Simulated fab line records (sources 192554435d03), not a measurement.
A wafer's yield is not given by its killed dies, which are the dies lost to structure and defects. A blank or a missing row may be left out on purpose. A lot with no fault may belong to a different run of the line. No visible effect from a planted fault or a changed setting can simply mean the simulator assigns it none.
Matching of chambers | flow n5Finfet | N5_BEOL_M14_STRIP_37 on rieDiel-06 has 4 sister chambers
The step strips in O2. 16 wafers are shown with their chamber, then 8 later ones without.

WAFERS PAIRED WITH THEIR CHAMBERS
wafer  | chamber | showerheadPlenumPTorr (Torr) | throttleValvePct (%) | oesProductAu (a.u.)
L074.1 | 2       | 2.14                         | 16.76                | 0.66
L074.3 | 0       | 2.17                         | 17.21                | 0.69
L074.5 | 3       | 1.99                         | 16.78                | 0.73
L077.1 | 1       | 2.03                         | 16.41                | 0.93
L077.4 | 2       | 2.14                         | 16.78                | 0.68
L077.6 | 2       | 2.14                         | 16.77                | 0.67
L078.2 | 0       | 2.17                         | 17.24                | 0.67
L078.4 | 2       | 2.14                         | 16.80                | 0.68
L078.6 | 2       | 2.14                         | 16.79                | 0.67
L081.1 | 3       | 1.98                         | 16.82                | 0.71
L081.2 | 0       | 2.17                         | 17.23                | 0.67
L081.6 | 0       | 2.17                         | 17.24                | 0.67
L085.2 | 1       | 2.03                         | 16.43                | 0.88
L085.5 | 2       | 2.13                         | 16.88                | 0.68
L085.6 | 1       | 2.03                         | 16.46                | 0.87
L086.1 | 2       | 2.13                         | 16.83                | 0.67

SIGNATURES (averages over the wafers above)
reading               | chamber 0 | chamber 1 | chamber 2 | chamber 3 | scatter within a chamber
showerheadPlenumPTorr | 2.1700    | 2.0300    | 2.1371    | 1.9850    | 0.00401
throttleValvePct      | 17.2300   | 16.4333   | 16.8014   | 16.8000   | 0.0329
oesProductAu          | 0.6750    | 0.8933    | 0.6729    | 0.7200    | 0.0156
Rule: for a wafer and a chamber, the distance is found by dividing, reading by reading, the gap between the wafer's reading and the chamber's mean by the reading's scatter, squaring, summing and taking the root. The wafer belongs to the nearest chamber; if the next one is less than 2 further off, it can't be placed. The scatter: take each reading less its chamber's mean, square it, sum over the shown wafers, divide by the number of wafers less the number of chambers, and take the root.

WAFERS WITH NO CHAMBER GIVEN
wafer  | showerheadPlenumPTorr (Torr) | throttleValvePct (%) | oesProductAu (a.u.)
L086.3 | 2.03                         | 16.43                | 0.86
L086.5 | 1.98                         | 16.82                | 0.71
L093.2 | 2.02                         | 16.46                | 0.84
L093.3 | 1.97                         | 16.86                | 0.70
L093.4 | 2.16                         | 16.76                | 0.95
L095.2 | 2.02                         | 16.51                | 0.85
L095.5 | 2.12                         | 16.39                | 0.99
L095.6 | 2.16                         | 16.72                | 0.94

WHICH CHAMBER EACH ONE RAN IN
wafer  | from the rows above     | in truth
L086.3 | 1                       | 1
L086.5 | 3                       | 3
L093.2 | 1                       | 1
L093.3 | 3                       | 3
L093.4 | 2                       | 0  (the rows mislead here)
L095.2 | 1                       | 1
L095.5 | can't be placed: 1 or 2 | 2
L095.6 | 2                       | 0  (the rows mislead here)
Correctly placed: 5 of 8. Unplaceable from these rows: 1, with the true chamber sitting among the candidates in 1. Placed wrongly: 2.
